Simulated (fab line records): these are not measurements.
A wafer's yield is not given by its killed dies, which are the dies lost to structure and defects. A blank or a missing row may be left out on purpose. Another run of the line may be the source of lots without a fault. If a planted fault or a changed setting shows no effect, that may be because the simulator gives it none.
Comparing a struck lot with a sound one || flow nandHarc || 14 steps out of a route of 1159
Sound: wafers L935.2, L935.5, L935.6. Wafers L944.2, L944.4, L944.5 were the ones struck. At the end, the cause is stated.
Order at every step that has rows: each side's tool, ch and its chambers, its first start. Under that, the readings that differ: sound wafers || struck wafers || difference of the means || sigmas: that difference in standard deviations of wafers without a fault.
alike: a reading whose means differ by less than 2 such deviations, as well as words and numbers matching on both sides. not compared: withheld readings; readings where some wafer has no value; bounds like >300 that might hide an equal value; numbers whose values overlap and for which the record gives no deviation.
A row with sigmas, a row that says differs or no value, or rows on one side alone: a step with any of these is where the two part. Numbers that don't overlap but have no deviation are shown without sigmas and don't part them. A reading missing from all wafers of one side parts the sides only when that side holds two or more wafers.

first, 2 steps without rows for these wafers: NHARC_A_SOURCE_PLATE_SRD_01; NHARC_A_SOURCE_PLATE_OXIDE_02 (material SiO2, target thk 10 nm, ox time 1362 s).
NHARC_A_SOURCE_PLATE_THK_MEAS_09: measures by ellipsometry.
  sound: filmMetro-01 at day 6 19:13; struck: filmMetro-02 at day 9 12:29
  alike: thkNm
then, 3 steps without rows for these wafers: NHARC_A_SOURCE_PLATE_PVD_04 (deposits WSi2, target thk 50 nm); NHARC_A_SOURCE_PLATE_CVD_03 (deposits poly-Si, target thk 200 nm, time 4000 s); NHARC_A_SOURCE_PLATE_ANNEAL_05 (time 1800 s).
NHARC_A_SOURCE_PLATE_THK_MEAS_06: measures by ellipsometry.
  sound: filmMetro-01 at day 7 08:42; struck: filmMetro-01 at day 10 02:09
  alike: thkNm
NHARC_A_SOURCE_PLATE_INSPECT_08:
  sound: defectInspect-02 at day 7 08:46; struck: defectInspect-01 at day 10 02:14
  alike: rawDefectCount
then, 1 step without rows for these wafers: NHARC_A_ONON_D1_DEP_00 (target thk 1000 nm).
NHARC_A_ONON_D1_THK_MEAS_02: measures by ellipsometry.
  sound: filmMetro-02 at day 7 09:20; struck: filmMetro-01 at day 10 02:49
  alike: thkNm
NHARC_A_ONON_D1_DEP_03: target thk 1000 nm.
  sound on pecvdOnon-02 ch 0, day 7 09:27; struck on pecvdOnon-02 ch 0, day 10 02:56
  alike: n2oFlowSccm, susceptorTempC
NHARC_A_ONON_D1_THK_MEAS_05: measures by ellipsometry.
  sound: filmMetro-02 at day 7 09:54; struck: filmMetro-02 at day 10 03:23
{"reading": "thkNm (nm)", "sound": "990 990 991", "struck": "1449 1447 1448", "difference": "+458", "sigmas": "+59"}
then, 1 step without rows for these wafers: NHARC_A_ONON_D1_DEP_06 (target thk 1000 nm).
-- the record jumps here: 12 days lie between the struck wafers' starts before and after (it left off in module A_ONON_D1 and takes up again in module END, whose first step shown is number 1159 of the route) --
NHARC_END_SORT_01:
  at this point the record logs the struck wafers (prober-01 ch 0, day 21 19:52) and has no rows for the sound ones

## WHERE THEY PART
First at NHARC_A_ONON_D1_THK_MEAS_05; last, within this record, at NHARC_END_SORT_01.

WHY: whatever the simulator had introduced
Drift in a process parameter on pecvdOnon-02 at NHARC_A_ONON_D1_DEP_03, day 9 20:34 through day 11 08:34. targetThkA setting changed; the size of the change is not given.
